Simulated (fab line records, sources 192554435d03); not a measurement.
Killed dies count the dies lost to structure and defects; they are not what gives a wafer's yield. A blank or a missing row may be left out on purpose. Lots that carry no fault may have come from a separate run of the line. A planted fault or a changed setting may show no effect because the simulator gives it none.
Matching of chambers | flow n5_finfet | 4 sister chambers for N5_FIN_SAQP_ETCH_34 on rie_diel-03
The step etches SiO2 in C4F6/O2, target depth 45 nm, time 15 s. 20 wafers are shown with their chamber, then 10 later ones without.

== WAFERS, EACH WITH ITS CHAMBER ==
wafer  | chamber | rf_vpp_V (V) | drypump_motor_current_A (A) | showerhead_plenum_p_Torr (Torr)
L075.2 | 2       | 686          | 5.3                         | 2.91
L075.4 | 0       | 666          | 5.7                         | 2.98
L075.6 | 3       | 641          | 6.3                         | 2.76
L079.3 | 0       | 664          | 5.7                         | 2.98
L079.4 | 1       | 667          | 5.3                         | 2.87
L079.6 | 2       | 686          | 5.4                         | 2.91
L080.1 | 2       | 688          | 5.3                         | 2.91
L080.3 | 3       | 640          | 6.3                         | 2.75
L080.6 | 1       | 667          | 5.2                         | 2.87
L083.1 | 2       | 689          | 5.3                         | 2.90
L083.2 | 0       | 665          | 5.7                         | 2.97
L083.4 | 0       | 667          | 5.7                         | 2.97
L088.2 | 2       | 686          | 5.3                         | 2.89
L088.3 | 3       | 639          | 6.3                         | 2.74
L088.5 | 2       | 686          | 5.3                         | 2.89
L089.2 | 2       | 686          | 5.3                         | 2.89
L089.3 | 0       | 666          | 5.7                         | 2.96
L089.4 | 0       | 667          | 5.7                         | 2.96
L091.3 | 3       | 640          | 6.3                         | 2.74
L091.5 | 3       | 640          | 6.3                         | 2.74

SIGNATURES (means of the wafers above)
reading                  | chamber 0 | chamber 1 | chamber 2 | chamber 3 | scatter within a chamber
rf_vpp_V                 | 665.83    | 667.00    | 686.71    | 640.00    | 1.07
drypump_motor_current_A  | 5.700     | 5.250     | 5.314     | 6.300     | 0.0291
showerhead_plenum_p_Torr | 2.9700    | 2.8700    | 2.9000    | 2.7460    | 0.00908
Rule: a wafer lies at a distance from a chamber equal to the root of the sum of squares, over the readings, of (its reading less the chamber's mean, divided by the reading's scatter). If the next closest chamber is less than 2 further off than the closest, the wafer can't be placed; otherwise it belongs to the closest. The scatter: the root of (the sum of the squares of (reading less its chamber's mean) over the shown wafers, divided by (wafers less chambers)).

== WAFERS WHOSE CHAMBER IS MISSING ==
wafer  | rf_vpp_V (V) | drypump_motor_current_A (A) | showerhead_plenum_p_Torr (Torr)
L091.6 | 686          | 5.3                         | 2.89
L094.1 | 665          | 5.7                         | 2.95
L094.2 | 687          | 5.3                         | 2.89
L094.5 | 639          | 6.3                         | 2.73
L095.2 | 686          | 5.3                         | 2.89
L095.3 | 667          | 5.2                         | 2.87
L095.4 | 666          | 5.7                         | 2.95
L097.2 | 687          | 5.3                         | 2.88
L097.4 | 638          | 6.4                         | 2.73
L097.5 | 665          | 5.7                         | 2.95

== THE CHAMBER EACH PASSED THROUGH ==
wafer  | from the rows above | in truth
L091.6 | 2                   | 2
L094.1 | 0                   | 0
L094.2 | 2                   | 2
L094.5 | 3                   | 3
L095.2 | 2                   | 2
L095.3 | 1                   | 1
L095.4 | 0                   | 0
L097.2 | 2                   | 2
L097.4 | 3                   | 3
L097.5 | 0                   | 0
Correctly placed: 10 of 10. Not placeable from these rows: 0. 0 placed wrongly.
